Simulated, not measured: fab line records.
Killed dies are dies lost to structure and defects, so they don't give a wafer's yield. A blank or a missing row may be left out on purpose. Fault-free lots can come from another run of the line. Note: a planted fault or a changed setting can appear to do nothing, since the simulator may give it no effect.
fab line records	flow n5_finfet	part 1 of 2: steps 1 to 24 of 34
record lots=5	wafers=15	last_day=16
route steps=1938 shown BEOL_M1@839 BEOL_M2@841
lots untouched by any fault: they come from a run of this same line in which no faults occurred
start_h: the number of hours between the record's first day and the start of the first shown wafer of the lot	wait_h: how many hours have passed since the lot's step before this one	" same as the row above	L1.1+2: a single row standing in for several wafers	- no value present, or no start provided	* or withheld: withheld	< > ~ a bound
route shown NAME@n: NAME is a module with steps in the file, n the number in the route of the first one	usual: mean/standard deviation of fault-free wafers	same: alike in all rows	chamber/n: place in a boat	sites: each site's reading	_std_site: the values' standard deviation	_edge_site: outer sites' mean less inner sites'	radius_mm: how far each site lies from the wafer's centre	mask NAME#n: copy n	behind: the last tool/chamber to shape the wafer	hold: why the lot went on hold/how many hours it stayed there/how the hold came to an end	device: which transistor (n, p or np) failed to switch	end of line: tests run on the same wafers once the route is complete	a step given without rows: its recipe and nothing more	killed: dies that structure and defects cost at the first sort, which is not the same as the wafer's yield	map: shows each die of a wafer: x if killed, . if not, _ if none is there
set.NAME: setting as actually run; set.NAME@STEP: the setting as run at that earlier step	model.NAME: the simulator's own value behind a step, which no gauge read
a table for each step, a row for each wafer; lots at some steps of the route
services: a tool's chamber out of use, with start hour (start_h, from the record's first day; less than 0 if before it), hours out, and reason
## steps
# step N5_BEOL_M1_RS_MEAS_58
# recipe thk_meas_gauge=four-point-probe	reads=Co_of_BEOL_M1_CO_CAP_55+Cu_of_BEOL_M1_ECD_50+Co_of_BEOL_M1_CVD_47+TaN_of_BEOL_M1_ALD_84
# usual M1_RS=0.66/0.031
lot.wafer	tool	chamber	start_h	wait_h	M1_RS[ohm/sq]
L074.1	film_metro-02	-	135.00	0.0	0.63
L074.3	"	-	"	"	0.69
L074.4	"	-	"	"	0.66
L079.1	film_metro-02	-	173.04	0.0	0.69
L079.5	"	-	"	"	0.66
L079.6	"	-	"	"	0.67
L085.2	film_metro-02	-	205.67	0.1	0.71
L085.4	"	-	"	"	0.59
L085.5	"	-	"	"	0.62
L086.1	film_metro-02	-	207.56	0.0	0.68
L086.2	"	-	"	"	0.64
L086.6	"	-	"	"	0.62
L089.2	film_metro-02	-	225.31	0.1	0.65
L089.4	"	-	"	"	0.64
L089.6	"	-	"	"	0.61
# step N5_BEOL_M1_INSPECT_59
# recipe inspect_instrument=darkfield	mode=post_dep
# usual raw_defect_count=63/19
lot.wafer	tool	chamber	start_h	wait_h	raw_defect_count
L074.1	defect_inspect-01	-	135.02	0.0	78
L074.3	"	-	"	"	61
L074.4	"	-	"	"	67
L079.1	defect_inspect-01	-	173.06	0.0	52
L079.5	"	-	"	"	68
L079.6	"	-	"	"	95
L085.2	defect_inspect-02	-	205.69	0.0	49
L085.4	"	-	"	"	72
L085.5	"	-	"	"	71
L086.1	defect_inspect-02	-	207.59	0.0	65
L086.2	"	-	"	"	137
L086.6	"	-	"	"	35
L089.2	defect_inspect-02	-	225.33	0.0	79
L089.4	"	-	"	"	36
L089.6	"	-	"	"	41
# step N5_BEOL_M2_ILD_DEP_00
# recipe material=SiOC	target_thk_a=790	temp_c=350	precursor=DEMS/O2	pressure_torr=5	rf_w=500	time_s=15.3
# usual heater_power_outer_w=263/34	heater_power_w=509/48	showerhead_plenum_p_Torr=5.695/0.019	showerhead_vpp_V=1349/65	throttle_valve_pct=11.7/0.37
lot.wafer	tool	chamber	start_h	wait_h	heater_power_outer_w	heater_power_w	showerhead_plenum_p_Torr	showerhead_vpp_V	since_wet_clean_h	throttle_valve_pct
L074.1	pecvd-02	1	135.06	0.0	248	474	5.668	1321	1745	11.4
L074.3	"	2	"	"	204	463	5.705	1321	242	11.6
L074.4	"	2	"	"	208	472	5.714	1282	-	11.5
L079.1	pecvd-03	0	173.10	0.0	257	521	5.694	1366	696	11.4
L079.5	"	2	"	"	225	421	5.681	1389	-	11.2
L079.6	"	1	"	"	301	557	5.746	1383	-	11.8
L085.2	pecvd-02	2	205.73	0.0	272	569	5.715	1301	313	11.4
L085.4	"	2	"	"	278	555	5.710	1325	-	11.6
L085.5	"	1	"	"	309	545	5.666	1306	-	11.4
L086.1	pecvd-04	0	207.62	0.0	268	490	5.707	1277	1274	12.5
L086.2	"	1	"	"	225	471	5.676	1527	1999	12.2
L086.6	"	2	"	"	230	448	5.695	1339	-	12.3
L089.2	pecvd-04	1	225.37	0.0	233	486	5.678	1533	2017	12.3
L089.4	"	2	"	"	241	464	5.695	1351	-	12.4
L089.6	"	0	"	"	254	461	5.710	1290	-	12.5
# step N5_BEOL_M2_THK_MEAS_01
# recipe reads=SiOC_of_BEOL_M2_ILD_DEP_00
# usual M2_ILD_THK=79.2/1.1
lot.wafer	tool	chamber	start_h	wait_h	M2_ILD_THK[nm]
L074.1	film_metro-01	-	135.13	0.0	78.3
L074.3	"	-	"	"	78.6
L074.4	"	-	"	"	79.1
L079.1	film_metro-01	-	173.17	0.0	79.1
L079.5	"	-	"	"	79.9
L079.6	"	-	"	"	79.5
L085.2	film_metro-01	-	205.80	0.1	79.0
L085.4	"	-	"	"	80.7
L085.5	"	-	"	"	78.5
L086.1	film_metro-01	-	207.69	0.0	76.0
L086.2	"	-	"	"	77.2
L086.6	"	-	"	"	78.6
L089.2	film_metro-01	-	225.44	0.1	78.2
L089.4	"	-	"	"	78.0
L089.6	"	-	"	"	78.4
# step N5_BEOL_M2_PECVD_72
# recipe material=SiO2	target_thk_a=160	temp_c=400	precursor=TEOS/O2	pressure_torr=5.5	rf_w=450	teos_flow_sccm=53.8	gas=O2	flow_sccm=3000	time_s=18
# usual heater_power_outer_w=429/48	heater_power_w=753/64	showerhead_plenum_p_Torr=8.80/0.078	showerhead_vpp_V=1290/67	throttle_valve_pct=22.0/0.72
lot.wafer	tool	chamber	start_h	wait_h	heater_power_outer_w	heater_power_w	showerhead_plenum_p_Torr	showerhead_vpp_V	since_wet_clean_h	throttle_valve_pct
L074.1	pecvd-04	0	135.16	0.0	403	671	8.83	1190	1202	22.8
L074.3	"	2	"	"	404	723	8.79	1274	436	22.3
L074.4	"	2	"	"	410	722	8.79	1294	-	22.6
L079.1	pecvd-02	2	173.21	0.0	357	680	8.81	1272	280	21.7
L079.5	"	1	"	"	413	689	8.72	1246	-	21.4
L079.6	"	0	"	"	489	849	8.75	1222	-	21.7
L085.2	pecvd-03	0	205.83	0.0	466	829	8.76	1325	728	21.4
L085.4	"	0	"	"	470	848	8.78	1323	-	21.5
L085.5	"	1	"	"	474	785	8.96	1292	-	22.4
L086.1	pecvd-03	1	207.73	0.0	475	773	8.97	1283	255	22.5
L086.2	"	0	"	"	449	806	8.77	1325	730	21.6
L086.6	"	0	"	"	438	807	8.77	1315	-	21.6
L089.2	pecvd-02	1	225.47	0.0	423	726	8.71	1251	1836	21.4
L089.4	"	1	"	"	422	730	8.71	1263	-	21.2
L089.6	"	2	"	"	363	694	8.83	1247	-	22.1
# step N5_BEOL_M2_HM_DEP_02
# recipe material=TiN	target_thk_a=200	temp_c=25	chamber_pressure_pa=0.49996
# usual throttle_valve_pct=30.0/1.1
lot.wafer	tool	chamber	start_h	wait_h	throttle_valve_pct
L074.1	pvd_sputter-01	-	136.33	1.1	30.6
L074.3	"	-	"	"	29.9
L074.4	"	-	"	"	31.0
L079.1	pvd_sputter-03	-	175.20	2.0	31.5
L079.5	"	-	"	"	29.0
L079.6	"	-	"	"	29.8
L085.2	pvd_sputter-02	-	208.35	2.5	29.7
L085.4	"	-	"	"	29.3
L085.5	"	-	"	"	29.6
L086.1	pvd_sputter-02	-	208.65	0.9	29.9
L086.2	"	-	"	"	29.4
L086.6	"	-	"	"	30.1
L089.2	pvd_sputter-03	-	227.72	2.2	31.0
L089.4	"	-	"	"	30.1
L089.6	"	-	"	"	29.8
# step N5_BEOL_M2_COAT_61
# recipe resist=SOC	temp_c=250	time_s=60	spin_rpm=1500	resist_thk_nm=60
lot.wafer	tool	chamber	start_h	wait_h
L074.1+3+4	litho_track-04	0	136.46	0.1
L079.1+5+6	litho_track-05	0	175.32	0.1
L085.2+4+5	litho_track-05	0	208.48	0.1
L086.1+2+6	litho_track-05	0	208.78	0.1
L089.2+4+6	litho_track-05	0	227.85	0.1
# step N5_BEOL_M2_COAT_62
# recipe resist=SiARC	temp_c=220	time_s=60	spin_rpm=1500	resist_thk_nm=12
lot.wafer	tool	chamber	start_h	wait_h
L074.1+3+4	litho_track-04	0	-	-
L079.1+5+6	litho_track-05	0	-	-
L085.2+4+5	litho_track-05	0	-	-
L086.1+2+6	litho_track-05	0	-	-
L089.2+4+6	litho_track-05	0	-	-
# step N5_BEOL_M2_COAT_73
# recipe resist=underlayer	temp_c=205	time_s=60	spin_rpm=1500	resist_thk_nm=5
lot.wafer	tool	chamber	start_h	wait_h
L074.1+3+4	litho_track-04	0	-	-
L079.1+5+6	litho_track-05	0	-	-
L085.2+4+5	litho_track-05	0	-	-
L086.1+2+6	litho_track-05	0	-	-
L089.2+4+6	litho_track-05	0	-	-
# step N5_BEOL_M2_COAT_05
# recipe resist=CAR-EUV	spin_rpm=1500	resist_thk_nm=30
lot.wafer	tool	chamber	start_h	wait_h
L074.1+3+4	litho_track-04	0	-	-
L079.1+5+6	litho_track-05	0	-	-
L085.2+4+5	litho_track-05	0	-	-
L086.1+2+6	litho_track-05	0	-	-
L089.2+4+6	litho_track-05	0	-	-
# step N5_BEOL_M2_EBR_07
# recipe solvent=PGMEA	ebr_width_mm=1.5
lot.wafer	tool	chamber	start_h	wait_h
L074.1+3+4	litho_track-04	0	-	-
L079.1+5+6	litho_track-05	0	-	-
L085.2+4+5	litho_track-05	0	-	-
L086.1+2+6	litho_track-05	0	-	-
L089.2+4+6	litho_track-05	0	-	-
# step N5_BEOL_M2_SOFTBAKE_06
# recipe temp_c=110	time_s=60	resist=CAR-EUV
lot.wafer	tool	chamber	start_h	wait_h
L074.1+3+4	litho_track-04	0	-	-
L079.1+5+6	litho_track-05	0	-	-
L085.2+4+5	litho_track-05	0	-	-
L086.1+2+6	litho_track-05	0	-	-
L089.2+4+6	litho_track-05	0	-	-
# step N5_BEOL_M2_EXPOSE_08
# recipe mask_id=M2	na=0.33	source_shape=dipole	sigma_inner=0.369	sigma_outer=0.767	polarization=unpolarized	dose_mj=41.25
lot.wafer	tool	chamber	start_h	wait_h	mask
L074.1+3+4	euv_scanner-02	0	136.72	-	M2#0
L079.1+5+6	euv_scanner-02	0	175.46	-	M2#0
L085.2+4+5	euv_scanner-01	0	208.63	-	M2#0
L086.1+2+6	euv_scanner-01	0	208.98	-	M2#0
L089.2+4+6	euv_scanner-01	0	228.12	-	M2#0
# step N5_BEOL_M2_PEB_09
# recipe peb_temp_c=100	peb_time_s=60	resist=CAR-EUV
# same peb_time_s=60
lot.wafer	tool	chamber	start_h	wait_h
L074.1+3+4	litho_track-04	0	136.78	0.1
L079.1+5+6	litho_track-05	0	175.52	0.1
L085.2+4+5	litho_track-05	0	208.68	0.1
L086.1+2+6	litho_track-01	0	209.04	0.1
L089.2+4+6	litho_track-04	0	228.17	0.1
# step N5_BEOL_M2_DEVELOP_10
# recipe develop_time_s=30	developer=TMAH	resist=CAR-EUV	rinse_liquid=surfactant_rinse	dry=air_spin	dev_temp_c=23
lot.wafer	tool	chamber	start_h	wait_h
L074.1+3+4	litho_track-04	0	-	-
L079.1+5+6	litho_track-05	0	-	-
L085.2+4+5	litho_track-05	0	-	-
L086.1+2+6	litho_track-01	0	-	-
L089.2+4+6	litho_track-04	0	-	-
# step N5_BEOL_M2_CD_MEAS_11
# recipe target_cd_nm=16.79	landing_energy_ev=500	detector=se_inlens	polarity=opening
# usual cd_nm=16.82/0.27
lot.wafer	tool	chamber	start_h	wait_h	cd_nm
L074.1	cd_sem-01	0	136.85	-	16.76
L074.3	"	0	"	"	16.33
L074.4	"	0	"	"	16.77
L079.1	cd_sem-01	0	175.59	-	16.62
L079.5	"	0	"	"	16.81
L079.6	"	0	"	"	16.67
L085.2	cd_sem-01	0	208.75	-	17.16
L085.4	"	0	"	"	17.01
L085.5	"	0	"	"	16.44
L086.1	cd_sem-02	0	209.11	-	17.04
L086.2	"	0	"	"	17.09
L086.6	"	0	"	"	16.89
L089.2	cd_sem-02	0	228.24	-	16.66
L089.4	"	0	"	"	16.88
L089.6	"	0	"	"	16.47
# step N5_BEOL_M2_OVL_MEAS_12
# recipe points_per_wafer=522
# usual M2_OVL=0.5/0.73
lot.wafer	tool	chamber	start_h	wait_h	M2_OVL[nm]
L074.1	overlay-02	0	136.88	0.0	-0.3
L074.3	"	0	"	"	0.2
L074.4	"	0	"	"	0.1
L079.1	overlay-02	0	175.62	0.0	0.6
L079.5	"	0	"	"	0.9
L079.6	"	0	"	"	1.2
L085.2	overlay-02	0	208.79	0.0	2.2
L085.4	"	0	"	"	2.6
L085.5	"	0	"	"	1.1
L086.1	overlay-01	0	209.14	0.0	1.1
L086.2	"	0	"	"	0.1
L086.6	"	0	"	"	1.1
L089.2	overlay-02	0	228.28	0.0	0.4
L089.4	"	0	"	"	0.4
L089.6	"	0	"	"	0.0
# step N5_BEOL_M2_INSPECT_13
# recipe mode=adi	inspect_instrument=brightfield
# usual raw_defect_count=358/80
lot.wafer	tool	chamber	start_h	wait_h	raw_defect_count
L074.1	defect_inspect-01	-	136.94	0.1	293
L074.3	"	-	"	"	271
L074.4	"	-	"	"	262
L079.1	defect_inspect-02	-	175.68	0.1	253
L079.5	"	-	"	"	291
L079.6	"	-	"	"	338
L085.2	defect_inspect-01	-	208.84	0.0	375
L085.4	"	-	"	"	408
L085.5	"	-	"	"	407
L086.1	defect_inspect-02	-	209.20	0.1	302
L086.2	"	-	"	"	485
L086.6	"	-	"	"	343
L089.2	defect_inspect-01	-	228.33	0.0	371
L089.4	"	-	"	"	315
L089.6	"	-	"	"	230
# step N5_BEOL_M2_DESCUM_16
# recipe chemistry=O2	time_s=7	source_power_w=50	bias_power_w=20	pressure_mtorr=20	rf_frequency_hz=2.712e+07	temp_c=40	resist=CAR-EUV	o2_flow_sccm=225
# usual drypump_motor_current_A=6.0/0.47	o2_flow_sccm=225.0/0.62	oes_product_au=0.81/0.09	rf_vpp_V=243.9/1.4	showerhead_plenum_p_Torr=2.15/0.076	temp_c=40.01/0.11	throttle_valve_pct=20.28/0.26
lot.wafer	tool	chamber	start_h	wait_h	drypump_motor_current_A	o2_flow_sccm	oes_product_au	rf_hours_counter_h	rf_vpp_V	showerhead_plenum_p_Torr	temp_c	throttle_valve_pct
L074.1	rie_diel-02	0	136.97	0.0	6.2	225.1	0.72	191	242.8	2.16	39.96	20.07
L074.3	"	2	"	"	5.7	224.9	0.83	71	242.1	2.11	39.87	20.34
L074.4	"	3	"	"	6.0	225.7	0.96	19	244.7	2.24	39.81	20.55
L079.1	rie_diel-02	2	175.71	0.0	5.7	225.3	0.81	84	243.1	2.11	39.81	20.33
L079.5	"	3	"	"	6.0	224.3	0.92	-	246.6	2.24	39.97	20.55
L079.6	"	0	"	"	6.3	224.1	0.71	-	245.0	2.15	39.87	20.10
L085.2	rie_diel-05	1	208.87	0.0	6.5	224.5	0.70	213	243.5	2.05	39.97	20.00
L085.4	"	3	"	"	6.2	225.6	0.72	-	240.6	1.99	40.24	20.51
L085.5	"	2	"	"	5.5	225.7	0.71	-	243.8	2.16	40.05	20.68
L086.1	rie_diel-02	0	209.23	0.0	6.2	224.7	0.70	215	245.7	2.15	39.94	20.11
L086.2	"	2	"	"	5.6	225.5	0.79	97	243.2	2.10	40.06	20.37
L086.6	"	2	"	"	5.7	225.0	0.79	-	242.7	2.10	39.96	20.36
L089.2	rie_diel-02	2	228.43	0.1	5.6	225.3	0.79	105	243.4	2.10	40.09	20.38
L089.4	"	0	"	"	6.2	225.0	0.70	222	244.1	2.15	40.08	20.10
L089.6	"	1	"	"	6.5	225.5	0.88	-	244.7	2.21	40.12	19.97
# step N5_BEOL_M2_ETCH_74
# recipe chemistry=N2/H2	target=underlayer	target_depth_a=65	mask_material=CAR-EUV	time_s=5.2	ion_energy_ev=200	pressure_mtorr=30	source_w=840	bias_w=150	n2_flow_sccm=200	h2_flow_sccm=200	ends=cleared
# usual drypump_motor_current_A=6.0/0.48	etch_rf_on_time_s=5.16/0.095	oes_product_au=0.69/0.076	rf_vpp_V=525.6/2.8	showerhead_plenum_p_Torr=2.61/0.085	throttle_valve_pct=17.74/0.22
lot.wafer	tool	chamber	start_h	wait_h	drypump_motor_current_A	etch_rf_on_time_s	oes_product_au	rf_hours_counter_h	rf_vpp_V	showerhead_plenum_p_Torr	throttle_valve_pct
L074.1	rie_diel-02	0	137.01	0.0	6.2	5.16	0.61	191	525.8	2.62	17.52
L074.3	"	2	"	"	5.7	5.12	0.71	71	525.0	2.59	17.99
L074.4	"	3	"	"	6.0	5.09	0.81	19	528.2	2.70	17.68
L079.1	rie_diel-02	2	175.75	0.0	5.7	5.02	0.70	84	524.6	2.58	18.03
L079.5	"	3	"	"	6.0	5.15	0.77	-	527.3	2.69	17.72
L079.6	"	0	"	"	6.2	5.21	0.61	-	525.1	2.62	17.57
L085.2	rie_diel-05	1	208.91	0.0	6.5	5.20	0.60	213	522.6	2.53	17.59
L085.4	"	3	"	"	6.3	4.93	0.61	-	519.8	2.39	17.85
L085.5	"	2	"	"	5.6	5.23	0.60	-	525.5	2.63	18.14
L086.1	rie_diel-02	0	209.27	0.0	6.2	5.14	0.60	215	524.7	2.62	17.56
L086.2	"	2	"	"	5.7	5.07	0.69	97	521.6	2.58	18.02
L086.6	"	2	"	"	5.7	5.13	0.67	-	524.1	2.58	18.05
L089.2	rie_diel-02	2	228.47	0.0	5.7	5.10	0.68	105	527.4	2.57	18.06
L089.4	"	0	"	"	6.2	5.18	0.60	222	527.6	2.61	17.57
L089.6	"	1	"	"	6.5	5.25	0.75	-	528.3	2.70	17.53
# step N5_BEOL_M2_ETCH_63
# recipe chemistry=CF4	target=SiARC	target_depth_a=156	mask_material=CAR-EUV	time_s=26	ion_energy_ev=80	pressure_mtorr=40	source_w=545	bias_w=36	Ar_flow_sccm=100	cf4_flow_sccm=100	ends=cleared
# usual drypump_motor_current_A=6.0/0.47	etch_rf_on_time_s=25.8/0.48	oes_product_au=0.69/0.076	rf_vpp_V=184.8/1.2	showerhead_plenum_p_Torr=2.20/0.074	throttle_valve_pct=15.50/0.17
lot.wafer	tool	chamber	start_h	wait_h	drypump_motor_current_A	etch_rf_on_time_s	oes_product_au	rf_hours_counter_h	rf_vpp_V	showerhead_plenum_p_Torr	throttle_valve_pct
L074.1	rie_diel-02	0	137.03	0.0	6.2	25.9	0.62	191	183.5	2.22	15.38
L074.3	"	2	"	"	5.6	25.6	0.71	71	184.1	2.16	15.46
L074.4	"	3	"	"	6.0	25.3	0.81	19	186.0	2.29	15.62
L079.1	rie_diel-02	2	175.77	0.0	5.6	25.8	0.70	84	185.1	2.15	15.51
L079.5	"	3	"	"	5.9	25.7	0.78	-	184.9	2.28	15.64
L079.6	"	0	"	"	6.3	26.2	0.61	-	183.0	2.21	15.41
L085.2	rie_diel-05	1	208.92	0.0	6.5	26.2	0.61	213	182.4	2.11	15.32
L085.4	"	3	"	"	6.3	24.5	0.61	-	182.0	2.03	15.64
L085.5	"	2	"	"	5.6	26.6	0.60	-	185.3	2.21	15.83
L086.1	rie_diel-02	0	209.28	0.0	6.2	25.9	0.60	215	185.6	2.21	15.44
L086.2	"	2	"	"	5.7	25.2	0.69	97	184.0	2.15	15.54
L086.6	"	2	"	"	5.7	25.4	0.68	-	183.0	2.15	15.53
L089.2	rie_diel-02	2	228.48	0.0	5.6	25.4	0.68	105	183.1	2.14	15.55
L089.4	"	0	"	"	6.2	25.8	0.60	222	185.9	2.21	15.46
L089.6	"	1	"	"	6.5	26.0	0.76	-	186.5	2.27	15.28
# step N5_BEOL_M2_ETCH_64
# recipe chemistry=N2/H2	target=SOC	target_depth_a=750	overetch_a=225	mask_material=SiARC	temp_c=40	time_s=121.9	ion_energy_ev=200	pressure_mtorr=30	source_w=840	bias_w=150	n2_flow_sccm=200	h2_flow_sccm=200
# usual drypump_motor_current_A=6.0/0.48	oes_product_au=0.61/0.065	rf_vpp_V=525.8/2.5	showerhead_plenum_p_Torr=2.61/0.085	temp_c=40.01/0.11	throttle_valve_pct=17.70/0.22
lot.wafer	tool	chamber	start_h	wait_h	drypump_motor_current_A	oes_product_au	rf_hours_counter_h	rf_vpp_V	showerhead_plenum_p_Torr	temp_c	throttle_valve_pct
L074.1	rie_diel-02	0	137.05	0.0	6.3	0.55	191	527.3	2.63	40.12	17.47
L074.3	"	2	"	"	5.7	0.62	71	524.8	2.59	39.94	17.94
L074.4	"	3	"	"	6.0	0.70	19	526.9	2.70	40.16	17.65
L079.1	rie_diel-02	2	175.79	0.0	5.6	0.61	84	524.5	2.58	40.02	17.97
L079.5	"	3	"	"	6.0	0.69	-	527.5	2.69	40.05	17.66
L079.6	"	0	"	"	6.3	0.54	-	525.6	2.62	40.26	17.51
L085.2	rie_diel-05	1	208.95	0.0	6.5	0.54	213	523.1	2.53	39.89	17.55
L085.4	"	3	"	"	6.2	0.53	-	520.6	2.39	39.99	17.81
L085.5	"	2	"	"	5.6	0.54	-	525.8	2.63	40.05	18.10
L086.1	rie_diel-02	0	209.31	0.0	6.3	0.54	215	526.3	2.61	40.09	17.52
L086.2	"	2	"	"	5.7	0.60	97	523.6	2.58	40.03	18.00
L086.6	"	2	"	"	5.6	0.60	-	526.9	2.58	40.14	18.00
L089.2	rie_diel-02	2	228.51	0.0	5.7	0.59	105	524.6	2.57	39.87	18.04
L089.4	"	0	"	"	6.3	0.53	222	525.8	2.61	40.00	17.53
L089.6	"	1	"	"	6.5	0.67	-	528.4	2.70	40.13	17.47
# step N5_BEOL_M2_STRIP_65
# recipe chemistry=N2/H2	temp_c=40	n2_flow_sccm=200	h2_flow_sccm=200	rf_frequency_hz=6e+07
lot.wafer	tool	chamber	start_h	wait_h
L074.1+3+4	rie_diel-02	0,2,3	137.17	0.1
L079.1+5+6	rie_diel-02	2,3,0	175.91	0.1
L085.2+4+5	rie_diel-05	1,3,2	209.06	0.1
L086.1+2+6	rie_diel-02	0,2,2	209.42	0.1
L089.2+4+6	rie_diel-02	2,0,1	228.62	0.1
# step N5_BEOL_M2_STRIP_75
# recipe chemistry=N2/H2	temp_c=40	n2_flow_sccm=200	h2_flow_sccm=200	rf_frequency_hz=6e+07
lot.wafer	tool	chamber	start_h	wait_h
L074.1+3+4	rie_diel-02	0,2,3	137.18	0.0
L079.1+5+6	rie_diel-02	2,3,0	175.92	0.0
L085.2+4+5	rie_diel-05	1,3,2	209.07	0.0
L086.1+2+6	rie_diel-02	0,2,2	209.43	0.0
L089.2+4+6	rie_diel-02	2,0,1	228.63	0.0
